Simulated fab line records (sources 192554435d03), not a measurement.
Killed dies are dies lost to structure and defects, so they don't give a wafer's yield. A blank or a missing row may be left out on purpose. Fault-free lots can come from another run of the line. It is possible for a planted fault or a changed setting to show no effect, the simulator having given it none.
Which tool is to blame? :: flow n5Finfet :: 12 lots, 36 wafers sampled, at 5 steps of a route of 1938

## WHAT THE GAUGES READ, wafer by wafer
N5_BEOL_M10_INSPECT_58: inspects for defects (darkfield).
lot: L076
measured: day 10 04:47
on: defectInspect-02
rawDefectCount: 79 65 53

lot: L077
measured: day 10 17:07
on: defectInspect-01
rawDefectCount: 40 81 81

lot: L079
measured: day 11 09:26
on: defectInspect-02
rawDefectCount: 41 52 36

lot: L080
measured: day 11 23:35
on: defectInspect-02
rawDefectCount: 104 87 61

lot: L083
measured: day 12 11:52
on: defectInspect-02
rawDefectCount: 50 117 50

lot: L086
measured: day 13 01:48
on: defectInspect-02
rawDefectCount: 111 50 53

lot: L085
measured: day 13 09:44
on: defectInspect-02
rawDefectCount: 106 89 68

lot: L089
measured: day 13 18:34
on: defectInspect-02
rawDefectCount: 72 75 80

lot: L093
measured: day 14 23:25
on: defectInspect-02
rawDefectCount: 95 94 72

lot: L092
measured: day 15 05:47
on: defectInspect-01
rawDefectCount: 80 78 63

lot: L096
measured: day 15 23:07
on: defectInspect-02
rawDefectCount: 73 63 77

lot: L097
measured: day 16 09:01
on: defectInspect-01
rawDefectCount: 76 69 52

## EACH LOT AND THE TOOL THAT RAN IT (in order: tool; ch and the chambers of the sampled wafers; start)
lot: L076
N5_BEOL_M9_ETCH_41: rieDiel-01 ch 0,1, day 9 19:52 or earlier
N5_BEOL_M9_STRIP_80: rieDiel-01 ch 0,1, day 9 19:52 or earlier
N5_BEOL_M9_SURFACE_TREAT_79: pvdSputter-01, day 9 19:52
N5_BEOL_M9_SPUTTER_48: pvdSputter-01, day 9 20:10

lot: L077
N5_BEOL_M9_ETCH_41: rieDiel-03 ch 0,1,2, day 10 08:23 or earlier
N5_BEOL_M9_STRIP_80: rieDiel-03 ch 0,1,2, day 10 08:23 or earlier
N5_BEOL_M9_SURFACE_TREAT_79: pvdSputter-02, day 10 08:23
N5_BEOL_M9_SPUTTER_48: pvdSputter-03, day 10 08:41

lot: L079
N5_BEOL_M9_ETCH_41: rieDiel-06 ch 0,2,3, day 10 23:12 or earlier
N5_BEOL_M9_STRIP_80: rieDiel-06 ch 0,2,3, day 10 23:12 or earlier
N5_BEOL_M9_SURFACE_TREAT_79: pvdSputter-02, day 10 23:12
N5_BEOL_M9_SPUTTER_48: pvdSputter-02, day 10 23:24

lot: L080
N5_BEOL_M9_ETCH_41: rieDiel-03 ch 0,1,3, day 11 10:57 or earlier
N5_BEOL_M9_STRIP_80: rieDiel-03 ch 0,1,3, day 11 10:57 or earlier
N5_BEOL_M9_SURFACE_TREAT_79: pvdSputter-02, day 11 10:57
N5_BEOL_M9_SPUTTER_48: pvdSputter-02, day 11 11:47

lot: L083
N5_BEOL_M9_ETCH_41: rieDiel-06 ch 1,2,3, day 12 03:01 or earlier
N5_BEOL_M9_STRIP_80: rieDiel-06 ch 1,2,3, day 12 03:01 or earlier
N5_BEOL_M9_SURFACE_TREAT_79: pvdSputter-02, day 12 03:01
N5_BEOL_M9_SPUTTER_48: pvdSputter-03, day 12 03:13

lot: L086
N5_BEOL_M9_ETCH_41: rieDiel-01 ch 1,3, day 12 15:25 or earlier
N5_BEOL_M9_STRIP_80: rieDiel-01 ch 1,3, day 12 15:25 or earlier
N5_BEOL_M9_SURFACE_TREAT_79: pvdSputter-03, day 12 15:25
N5_BEOL_M9_SPUTTER_48: pvdSputter-03, day 12 15:50

lot: L085
N5_BEOL_M9_ETCH_41: rieDiel-01 ch 1,2,3, day 12 23:05 or earlier
N5_BEOL_M9_STRIP_80: rieDiel-01 ch 1,2,3, day 12 23:05 or earlier
N5_BEOL_M9_SURFACE_TREAT_79: pvdSputter-01, day 12 23:05
N5_BEOL_M9_SPUTTER_48: pvdSputter-02, day 12 23:24

lot: L089
N5_BEOL_M9_ETCH_41: rieDiel-06 ch 0,1,2, day 13 08:50 or earlier
N5_BEOL_M9_STRIP_80: rieDiel-06 ch 0,1,2, day 13 08:50 or earlier
N5_BEOL_M9_SURFACE_TREAT_79: pvdSputter-01, day 13 08:50
N5_BEOL_M9_SPUTTER_48: pvdSputter-03, day 13 09:05

lot: L093
N5_BEOL_M9_ETCH_41: rieDiel-01 ch 1,3, day 14 14:37 or earlier
N5_BEOL_M9_STRIP_80: rieDiel-01 ch 1,3, day 14 14:37 or earlier
N5_BEOL_M9_SURFACE_TREAT_79: pvdSputter-03, day 14 14:37
N5_BEOL_M9_SPUTTER_48: pvdSputter-02, day 14 14:47

lot: L092
N5_BEOL_M9_ETCH_41: rieDiel-01 ch 0,2, day 14 21:57 or earlier
N5_BEOL_M9_STRIP_80: rieDiel-01 ch 0,2, day 14 21:57 or earlier
N5_BEOL_M9_SURFACE_TREAT_79: pvdSputter-01, day 14 21:57
N5_BEOL_M9_SPUTTER_48: pvdSputter-03, day 14 22:10

lot: L096
N5_BEOL_M9_ETCH_41: rieDiel-06 ch 2,3, day 15 13:10 or earlier
N5_BEOL_M9_STRIP_80: rieDiel-06 ch 2,3, day 15 13:10 or earlier
N5_BEOL_M9_SURFACE_TREAT_79: pvdSputter-02, day 15 13:10
N5_BEOL_M9_SPUTTER_48: pvdSputter-01, day 15 13:29

lot: L097
N5_BEOL_M9_ETCH_41: rieDiel-06 ch 0,3, day 15 22:22 or earlier
N5_BEOL_M9_STRIP_80: rieDiel-06 ch 0,3, day 15 22:22 or earlier
N5_BEOL_M9_SURFACE_TREAT_79: pvdSputter-02, day 15 22:22
N5_BEOL_M9_SPUTTER_48: pvdSputter-02, day 15 22:32
- N5_BEOL_M9_ETCH_41: etches SiCN in CH3F/O2, target depth 36.6 nm, time 70.1 s.
- N5_BEOL_M9_STRIP_80: strips in N2/H2, time 10 s.
- N5_BEOL_M9_SURFACE_TREAT_79
- N5_BEOL_M9_SPUTTER_48: material Cu, target thk 12 nm, time 2 s.

## THE ANSWER, worked out from the rows above alone
Rule: what is usual is taken from the lots themselves. The widest of any qualifying gaps counts: lots, ordered by their means at a reading, are off when they make up no more than a third of the lots, leave a main group of 4 or more, and stand apart from it by 3 or more times the standard deviation of that group's means. If all means in a main group match to the digits the tables above print for the reading, that group is not used. Also off: a lot with no number at a reading for which 4 or more lots have one. Any other lot the step has rows for is counted as sound.
None of the lots is off at any reading shown; this tells nothing.

## WHAT THE SIMULATOR HAD PUT IN
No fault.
